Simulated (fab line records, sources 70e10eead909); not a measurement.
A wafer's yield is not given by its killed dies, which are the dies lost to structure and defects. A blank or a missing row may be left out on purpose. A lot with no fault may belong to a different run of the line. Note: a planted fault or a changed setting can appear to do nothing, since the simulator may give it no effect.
The tool behind it: which one? | flow nand_harc | 13 lots, 39 wafers sampled, at 5 steps of a route of 1302

## WHAT THE GAUGES READ, wafer by wafer
NHARC_A_SLIT_CD_MEAS_09 targets a cd of 300 nm. Usual: cd_nm reads 300.4 nm (standard deviation 0.72).
lot  | measured     | on        | cd_nm (nm)        | flag
L172 | day 19 06:41 | cd_sem-03 | 300.3 299.3 300.1 |
L174 | day 20 01:18 | cd_sem-03 | 300.5 300.1 299.9 |
L175 | day 21 08:32 | cd_sem-01 | 300.2 299.9 300.2 |
L177 | day 21 09:31 | cd_sem-03 | 299.3 299.8 299.5 |
L179 | day 22 14:39 | cd_sem-01 | 300.8 300.0 300.5 |
L180 | day 22 15:18 | cd_sem-02 | 300.1 300.7 301.3 |
L178 | day 22 15:48 | cd_sem-01 | 300.5 300.5 300.1 |
L184 | day 24 17:07 | cd_sem-03 | 300.8 300.2 300.6 |
L187 | day 25 20:52 | cd_sem-02 | 300.1 300.0 299.6 |
L191 | day 27 05:34 | cd_sem-01 | 300.6 301.0 300.7 |
L193 | day 28 20:16 | cd_sem-01 | 301.3 300.2 301.6 |
L194 | day 28 21:24 | cd_sem-01 | 300.8 300.1 301.3 |
L195 | day 29 16:45 | cd_sem-02 | 300.5 301.1 300.6 |

NHARC_A_SLIT_CD_MEAS_21. Usual: cd_nm reads 290.0 nm (standard deviation 1).
lot  | measured     | on        | cd_nm (nm)        | flag
L172 | day 19 13:16 | cd_sem-03 | 289.8 289.6 290.3 |
L174 | day 20 07:46 | cd_sem-02 | 291.6 289.0 291.3 |
L175 | day 21 15:19 | cd_sem-01 | 291.8 290.8 291.2 |
L177 | day 21 16:04 | cd_sem-01 | 288.0 289.0 290.3 |
L179 | day 22 21:59 | cd_sem-02 | 290.1 289.2 290.5 |
L180 | day 22 23:19 | cd_sem-01 | 291.3 290.3 290.3 |
L178 | day 23 01:53 | cd_sem-01 | 287.8 288.6 288.3 |
L184 | day 24 23:45 | cd_sem-01 | 290.4 290.9 289.7 |
L187 | day 26 03:29 | cd_sem-02 | 289.6 289.6 289.2 |
L191 | day 27 14:05 | cd_sem-01 | 288.9 289.7 289.4 |
L193 | day 29 02:44 | cd_sem-02 | 290.3 290.9 290.1 |
L194 | day 29 03:53 | cd_sem-03 | 290.2 290.5 289.1 |
L195 | day 29 23:13 | cd_sem-01 | 289.4 290.0 288.9 |

NHARC_END_SORT_01. Usual: killed_at_array 55, standard deviation 17; killed_at_other 0.9, standard deviation 1.2; killed_at_periphery 3.7, standard deviation 2.5; killed_dies 59, standard deviation 18; killed_open 3.4, standard deviation 1.9; killed_short 2.6, standard deviation 1.6.
lot  | measured     | on        | killed_at_array | killed_at_other | killed_at_periphery | killed_dies | killed_open | killed_short | flag
L177 | day 27 01:24 | prober-01 | 24 23 22        | 0 0 0           | 2 3 2               | 26 26 24    | 0 5 7       | 4 5 3        |
L178 | day 28 00:06 | prober-01 | 78 73 84        | 0 1 0           | 4 3 2               | 82 77 86    | 6 3 3       | 2 2 6        |

## WHICH TOOL RAN EACH LOT (tool, then ch and the chambers of the sampled wafers, then the start)
lot  | NHARC_A_WL_FILL_ETCHBACK_04       | NHARC_A_WL_FILL_STRIP_27
L172 | rie_metal-01 ch 0,1, day 19 21:16 | plasma_asher-02 ch 0,1, day 19 21:39
L174 | rie_metal-02 ch 0,1, day 20 15:44 | plasma_asher-01 ch 0, day 20 16:14
L175 | rie_metal-01 ch 0,1, day 21 23:21 | plasma_asher-01 ch 0,1, day 21 23:44
L177 | rie_metal-03 ch 0,1, day 21 23:26 | plasma_asher-01 ch 0,1, day 21 23:55
L179 | rie_metal-01 ch 0,1, day 23 06:06 | plasma_asher-02 ch 0,1, day 23 06:29
L180 | rie_metal-02 ch 0, day 23 06:16   | plasma_asher-02 ch 0,1, day 23 06:40
L178 | rie_metal-03 ch 0,1, day 23 10:09 | plasma_asher-02 ch 0,1, day 23 10:31
L184 | rie_metal-01 ch 0,1, day 25 08:10 | plasma_asher-01 ch 0, day 25 08:36
L187 | rie_metal-02 ch 0,1, day 26 11:16 | plasma_asher-01 ch 1, day 26 11:38
L191 | rie_metal-02 ch 0,1, day 27 22:13 | plasma_asher-02 ch 0,1, day 28 03:10
L193 | rie_metal-01 ch 0, day 29 11:06   | plasma_asher-02 ch 0,1, day 29 11:28
L194 | rie_metal-03 ch 0,1, day 29 11:17 | plasma_asher-02 ch 0,1, day 29 11:38
L195 | rie_metal-01 ch 0,1, day 30 08:30 | plasma_asher-02 ch 0,1, day 30 08:51
- NHARC_A_WL_FILL_ETCHBACK_04: etches the open film in NF3, target depth 60 nm, time 120 s.
- NHARC_A_WL_FILL_STRIP_27: strips in N2/H2, time 20 s.

## WHAT THE TOOLS THEMSELVES READ (means of the sampled wafers that have a number; where no wafer has one, the mark that the record gives instead)
NHARC_A_WL_FILL_ETCHBACK_04. Usual: drypump_motor_current_A 5.8 A, standard deviation 0.49; oes_product_au 1.000 a.u., standard deviation 0.013; run_length_s 141.3 s, standard deviation 0.65.
lot  | tool         | drypump_motor_current_A (A) | oes_product_au (a.u.) | run_length_s (s) | flag
L172 | rie_metal-01 | 5.4                         | 1.001                 | 141.6            |
L174 | rie_metal-02 | 6.6                         | 0.989                 | 140.7            |
L175 | rie_metal-01 | 5.4                         | 1.010                 | 141.8            |
L177 | rie_metal-03 | 5.9                         | 1.004                 | 141.6            |
L179 | rie_metal-01 | 5.4                         | 1.022                 | 141.8            |
L180 | rie_metal-02 | 6.8                         | 0.990                 | 140.5            |
L178 | rie_metal-03 | 5.7                         | 1.005                 | 141.1            |
L184 | rie_metal-01 | 5.4                         | 1.004                 | 141.4            |
L187 | rie_metal-02 | 6.6                         | 1.000                 | 157.6            | OFF
L191 | rie_metal-02 | 6.3                         | 0.994                 | 149.3            | OFF
L193 | rie_metal-01 | 5.3                         | 1.008                 | 142.1            |
L194 | rie_metal-03 | 5.7                         | 0.979                 | 141.2            |
L195 | rie_metal-01 | 5.4                         | 1.004                 | 141.6            |

NHARC_A_WL_FILL_STRIP_27. Usual: drypump_motor_current_A 5.6 A, standard deviation 0.39; heater_power_w 326 W, standard deviation 32.
lot  | tool            | drypump_motor_current_A (A) | heater_power_w (W) | flag
L172 | plasma_asher-02 | 6.0                         | 341                |
L174 | plasma_asher-01 | 5.3                         | 357                |
L175 | plasma_asher-01 | 5.2                         | 331                |
L177 | plasma_asher-01 | 5.3                         | 343                |
L179 | plasma_asher-02 | 6.0                         | 343                |
L180 | plasma_asher-02 | 6.0                         | 341                |
L178 | plasma_asher-02 | 5.9                         | 308                |
L184 | plasma_asher-01 | 5.3                         | 333                |
L187 | plasma_asher-01 | 5.2                         | 316                |
L191 | plasma_asher-02 | 6.0                         | 333                |
L193 | plasma_asher-02 | 6.0                         | 336                |
L194 | plasma_asher-02 | 6.0                         | 337                |
L195 | plasma_asher-02 | 5.9                         | 312                |

## THE ANSWER, worked out from the rows above alone
Rule: take the mean of a lot's wafers that have a number; if it is more than 3 standard deviations from the usual mean, the lot is off. A lot without any number at a reading at which 4 lots or more have one is off too. All remaining lots with rows at the step are treated as sound. After the gauges, taken in route order, come the tools' own readings; for these a lot's mean is taken, as printed above. The first step at which some lot is off is used, and at that step the reading that is off furthest; a lot without a number counts as furthest.
Off, at NHARC_A_WL_FILL_ETCHBACK_04 on run_length_s: L187, L191.
A tool fits if, at that step or a process step before it, it ran every lot that is off, and no sound lot after the first of them. One candidate fits, namely rie_metal-02 at NHARC_A_WL_FILL_ETCHBACK_04. Its last sound lot is L180 (day 23 06:16), its first lot that is off L187 (day 26 11:16): a fault that began between those two fits.
The tool's own readings at NHARC_A_WL_FILL_ETCHBACK_04 bear it out: on the lots that are off they differ by more than 5 times the standard deviation of the sound lots' means. run_length_s reads 153.4 s there against 141.4 s on the sound lots.

## WHAT WAS PUT IN BY THE SIMULATOR
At NHARC_A_WL_FILL_ETCHBACK_04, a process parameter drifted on rie_metal-02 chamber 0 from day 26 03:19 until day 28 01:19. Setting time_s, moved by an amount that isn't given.
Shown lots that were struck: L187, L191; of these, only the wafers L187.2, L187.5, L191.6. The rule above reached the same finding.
